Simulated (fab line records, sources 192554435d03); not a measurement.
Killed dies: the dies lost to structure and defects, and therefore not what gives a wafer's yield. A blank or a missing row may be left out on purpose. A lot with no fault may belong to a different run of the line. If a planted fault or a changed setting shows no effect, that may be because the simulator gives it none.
Which tool did it? | flow n5_finfet | 15 lots with 45 wafers sampled at 4 steps, on a route of 1938 steps

WHAT THE GAUGES READ, wafer by wafer
The record holds no reading of a measuring or inspecting step that can be judged against a usual standard deviation.

TOOL THAT RAN EACH LOT (tool first, then ch and the chambers of the sampled wafers, then the start)
lot  | N5_GATE_CUT_ETCH_58                | N5_GATE_CUT_EXPOSE_10             | N5_GATE_CUT_ETCH_28                | N5_GATE_CUT_ETCH_37
L793 | rie_diel-05 ch 0,1,2, day 4 14:49  | euv_scanner-01 ch 0, day 4 18:34  | rie_diel-04 ch 0,2,3, day 4 18:56  | rie_diel-04 ch 0,2,3, day 4 18:58
L795 | rie_diel-04 ch 1,2,3, day 5 02:08  | euv_scanner-02 ch 0, day 5 05:28  | rie_diel-03 ch 0,1,3, day 5 05:45  | rie_diel-03 ch 0,1,3, day 5 05:47
L798 | rie_diel-03 ch 0,1,2, day 6 02:21  | euv_scanner-02 ch 0, day 6 05:37  | rie_diel-05 ch 0,1,2, day 6 06:08  | rie_diel-05 ch 0,1,2, day 6 06:11
L800 | rie_diel-05 ch 0,2,3, day 6 10:10  | euv_scanner-02, day 6 13:25       | rie_diel-05 ch 2,3, day 6 14:13    | rie_diel-05 ch 2,3, day 6 14:15
L801 | rie_diel-05 ch 0,1,2, day 6 18:25  | euv_scanner-02, day 6 21:32       | rie_diel-03 ch 0,2,3, day 6 21:49  | rie_diel-03 ch 0,2,3, day 6 21:52
L802 | rie_diel-04 ch 0,1, day 7 01:22    | euv_scanner-02, day 7 04:29       | rie_diel-03 ch 0,1, day 7 04:47    | rie_diel-03 ch 0,1, day 7 04:49
L806 | rie_diel-04 ch 0,3, day 7 23:30    | euv_scanner-02 ch 0, day 8 03:11  | rie_diel-04 ch 1,2,3, day 8 03:28  | rie_diel-04 ch 1,2,3, day 8 03:31
L807 | rie_diel-04 ch 0,1,3, day 8 04:15  | euv_scanner-01 ch 0, day 8 08:11  | rie_diel-03 ch 0,2, day 8 08:29    | rie_diel-03 ch 0,2, day 8 08:31
L808 | rie_diel-05 ch 0,2,3, day 8 15:28  | euv_scanner-01 ch 0, day 8 18:35  | rie_diel-05 ch 0,2,3, day 8 18:56  | rie_diel-05 ch 0,2,3, day 8 18:58
L809 | rie_diel-03 ch 0,1,3, day 8 16:28  | euv_scanner-02 ch 0, day 8 20:22  | rie_diel-04 ch 0,3, day 8 20:40    | rie_diel-04 ch 0,3, day 8 20:43
L811 | rie_diel-03 ch 0,1,3, day 9 06:45  | euv_scanner-02 ch 0, day 9 09:52  | rie_diel-05 ch 0,2,3, day 9 10:13  | rie_diel-05 ch 0,2,3, day 9 10:16
L812 | rie_diel-05 ch 0,1,2, day 9 11:34  | euv_scanner-01 ch 0, day 9 14:50  | rie_diel-03 ch 0,1,2, day 9 15:07  | rie_diel-03 ch 0,1,2, day 9 15:10
L813 | rie_diel-04 ch 1,2,3, day 9 17:14  | euv_scanner-02 ch 0, day 9 21:02  | rie_diel-05 ch 0,1,2, day 9 21:30  | rie_diel-05 ch 0,1,2, day 9 21:32
L814 | rie_diel-04 ch 0,1,3, day 9 23:54  | euv_scanner-01 ch 0, day 10 03:25 | rie_diel-05 ch 0,2,3, day 10 04:06 | rie_diel-05 ch 0,2,3, day 10 04:09
L815 | rie_diel-05 ch 0,1,2, day 10 05:40 | euv_scanner-02 ch 0, day 10 09:03 | rie_diel-04 ch 0,3, day 10 09:20   | rie_diel-04 ch 0,3, day 10 09:23
- N5_GATE_CUT_ETCH_58: etches SiNx in CH3F/O2, target depth 17 nm, time 128.6 s.
- N5_GATE_CUT_EXPOSE_10: exposes mask GATE CUT, target cd 20 nm.
- N5_GATE_CUT_ETCH_28: etches underlayer in N2/H2, target depth 13 nm, time 10.4 s.
- N5_GATE_CUT_ETCH_37: etches SOC in N2/H2, target depth 60 nm, overetch 12 nm, time 90 s.

WHAT THE TOOLS THEMSELVES READ (means of the sampled wafers that have a number; where no wafer has one, the mark that the record gives instead)
N5_GATE_CUT_ETCH_58.
lot  | tool        | CH3F_flow_sccm (sccm) | drypump_motor_current_A (A) | oes_product_au (a.u.) | rf_vpp_V (V) | showerhead_plenum_p_Torr (Torr) | throttle_valve_pct (%)
L793 | rie_diel-05 | 30.09                 | 5.6                         | 0.75                  | 99.3         | 2.03                            | 16.32
L795 | rie_diel-04 | 30.02                 | 5.7                         | 0.73                  | 99.3         | 1.97                            | 16.48
L798 | rie_diel-03 | 30.02                 | 5.2                         | 0.78                  | 98.5         | 2.01                            | 16.27
L800 | rie_diel-05 | 30.05                 | 5.6                         | 0.75                  | 99.7         | 2.02                            | 16.33
L801 | rie_diel-05 | 30.09                 | 5.5                         | 0.72                  | 99.2         | 2.02                            | 16.35
L802 | rie_diel-04 | 30.02                 | 6.0                         | 0.76                  | 98.7         | 2.00                            | 16.43
L806 | rie_diel-04 | 30.06                 | 5.4                         | 0.70                  | 99.2         | 1.99                            | 16.50
L807 | rie_diel-04 | 29.96                 | 5.6                         | 0.74                  | 99.0         | 2.00                            | 16.52
L808 | rie_diel-05 | 29.98                 | 5.6                         | 0.74                  | 98.7         | 2.02                            | 16.36
L809 | rie_diel-03 | 30.02                 | 5.4                         | 0.80                  | 98.4         | 2.01                            | 16.41
L811 | rie_diel-03 | 30.09                 | 5.4                         | 0.79                  | 99.1         | 2.01                            | 16.43
L812 | rie_diel-05 | 30.01                 | 5.5                         | 0.71                  | 98.9         | 2.01                            | 16.38
L813 | rie_diel-04 | 29.99                 | 5.7                         | 0.71                  | 98.5         | 1.96                            | 16.51
L814 | rie_diel-04 | 30.03                 | 5.6                         | 0.72                  | 99.4         | 1.99                            | 16.53
L815 | rie_diel-05 | 29.96                 | 5.6                         | 0.71                  | 99.6         | 2.01                            | 16.40

N5_GATE_CUT_EXPOSE_10.
lot  | tool           | exposure_dose_mJ_cm2 | focus_offset_nm (nm)
L793 | euv_scanner-01 | 43.25                | -0.4
L795 | euv_scanner-02 | 43.23                | 0.1
L798 | euv_scanner-02 | 43.23                | -0.3
L800 | euv_scanner-02 | -                    | -
L801 | euv_scanner-02 | -                    | -
L802 | euv_scanner-02 | -                    | -
L806 | euv_scanner-02 | 43.19                | -1.0
L807 | euv_scanner-01 | 43.27                | 0.1
L808 | euv_scanner-01 | 43.29                | 0.3
L809 | euv_scanner-02 | 43.23                | -0.3
L811 | euv_scanner-02 | 43.30                | 0.5
L812 | euv_scanner-01 | 43.20                | -0.2
L813 | euv_scanner-02 | 43.26                | 0.0
L814 | euv_scanner-01 | 43.30                | -0.1
L815 | euv_scanner-02 | 43.26                | 0.3

N5_GATE_CUT_ETCH_28.
lot  | tool        | drypump_motor_current_A (A) | etch_rf_on_time_s (s) | oes_product_au (a.u.) | rf_vpp_V (V) | showerhead_plenum_p_Torr (Torr) | throttle_valve_pct (%)
L793 | rie_diel-04 | 5.9                         | 10.3                  | 0.62                  | 523.3        | 2.49                            | 17.93
L795 | rie_diel-03 | 5.4                         | 10.2                  | 0.70                  | 524.4        | 2.56                            | 17.88
L798 | rie_diel-05 | 5.6                         | 10.7                  | 0.62                  | 525.8        | 2.57                            | 17.86
L800 | rie_diel-05 | 5.5                         | 10.5                  | 0.64                  | 523.8        | 2.54                            | 17.84
L801 | rie_diel-03 | 5.4                         | 10.3                  | 0.66                  | 524.6        | 2.58                            | 17.87
L802 | rie_diel-03 | 5.4                         | 10.5                  | 0.71                  | 522.8        | 2.50                            | 17.81
L806 | rie_diel-04 | 5.7                         | 10.4                  | 0.62                  | 522.2        | 2.48                            | 18.00
L807 | rie_diel-03 | 5.3                         | 10.6                  | 0.67                  | 523.8        | 2.52                            | 17.80
L808 | rie_diel-05 | 5.6                         | 10.6                  | 0.62                  | 524.2        | 2.56                            | 17.92
L809 | rie_diel-04 | 5.8                         | 10.1                  | 0.62                  | 522.9        | 2.52                            | 17.98
L811 | rie_diel-05 | 5.7                         | 10.4                  | 0.62                  | 524.2        | 2.56                            | 17.92
L812 | rie_diel-03 | 5.2                         | 10.3                  | 0.74                  | 523.3        | 2.53                            | 17.69
L813 | rie_diel-05 | 5.5                         | 10.8                  | 0.60                  | 524.8        | 2.56                            | 17.90
L814 | rie_diel-05 | 5.6                         | 10.4                  | 0.62                  | 524.6        | 2.56                            | 17.95
L815 | rie_diel-04 | 5.8                         | 10.2                  | 0.61                  | 522.5        | 2.51                            | 18.00

N5_GATE_CUT_ETCH_37.
lot  | tool        | drypump_motor_current_A (A) | oes_product_au (a.u.) | rf_vpp_V (V) | showerhead_plenum_p_Torr (Torr) | throttle_valve_pct (%)
L793 | rie_diel-04 | 5.9                         | 0.64                  | 521.6        | 2.49                            | 17.91
L795 | rie_diel-03 | 5.4                         | 0.73                  | 523.7        | 2.56                            | 17.84
L798 | rie_diel-05 | 5.5                         | 0.66                  | 524.5        | 2.57                            | 17.84
L800 | rie_diel-05 | 5.5                         | 0.67                  | 524.3        | 2.54                            | 17.80
L801 | rie_diel-03 | 5.4                         | 0.69                  | 524.5        | 2.58                            | 17.84
L802 | rie_diel-03 | 5.4                         | 0.75                  | 522.8        | 2.50                            | 17.79
L806 | rie_diel-04 | 5.7                         | 0.65                  | 523.0        | 2.48                            | 17.96
L807 | rie_diel-03 | 5.4                         | 0.72                  | 522.8        | 2.52                            | 17.78
L808 | rie_diel-05 | 5.6                         | 0.66                  | 523.9        | 2.56                            | 17.90
L809 | rie_diel-04 | 5.8                         | 0.64                  | 523.4        | 2.52                            | 17.96
L811 | rie_diel-05 | 5.6                         | 0.65                  | 524.8        | 2.56                            | 17.90
L812 | rie_diel-03 | 5.2                         | 0.77                  | 523.6        | 2.53                            | 17.66
L813 | rie_diel-05 | 5.5                         | 0.64                  | 524.2        | 2.56                            | 17.88
L814 | rie_diel-05 | 5.6                         | 0.65                  | 525.1        | 2.56                            | 17.92
L815 | rie_diel-04 | 5.8                         | 0.63                  | 523.5        | 2.51                            | 17.97

THE ANSWER, worked out from the rows above alone
Rule: usual is defined by the lots themselves. Put in order of their means at a reading, lots are off if they are a third of the lots or fewer, leave a main group of 4 or more, and stand apart from it by a gap of 3 or more times the standard deviation of the main group's means; of several such gaps the widest counts. A main group is skipped when, at the precision printed for the reading in the tables above, its means are all equal. Also off: a lot with no number at a reading for which 4 or more lots have one. The other lots that the step has rows for count as sound. Order of review: gauges by route order, followed by the tools' own readings, for which a lot's mean as printed above is used. At the first step where some lot is off, the reading lying furthest off is the one used; lots without a number count as furthest.
Off, at N5_GATE_CUT_EXPOSE_10 on exposure_dose_mJ_cm2: L800, L801, L802. Without a number there: L800, L801, L802. Main group: mean 43.25, sd 0.035.
If a tool, at that step or one of the process steps before it, ran each lot that is off and ran no sound lot following the first of them, it fits. Not one of the candidates tried fits.

WHAT WAS PUT IN BY THE SIMULATOR
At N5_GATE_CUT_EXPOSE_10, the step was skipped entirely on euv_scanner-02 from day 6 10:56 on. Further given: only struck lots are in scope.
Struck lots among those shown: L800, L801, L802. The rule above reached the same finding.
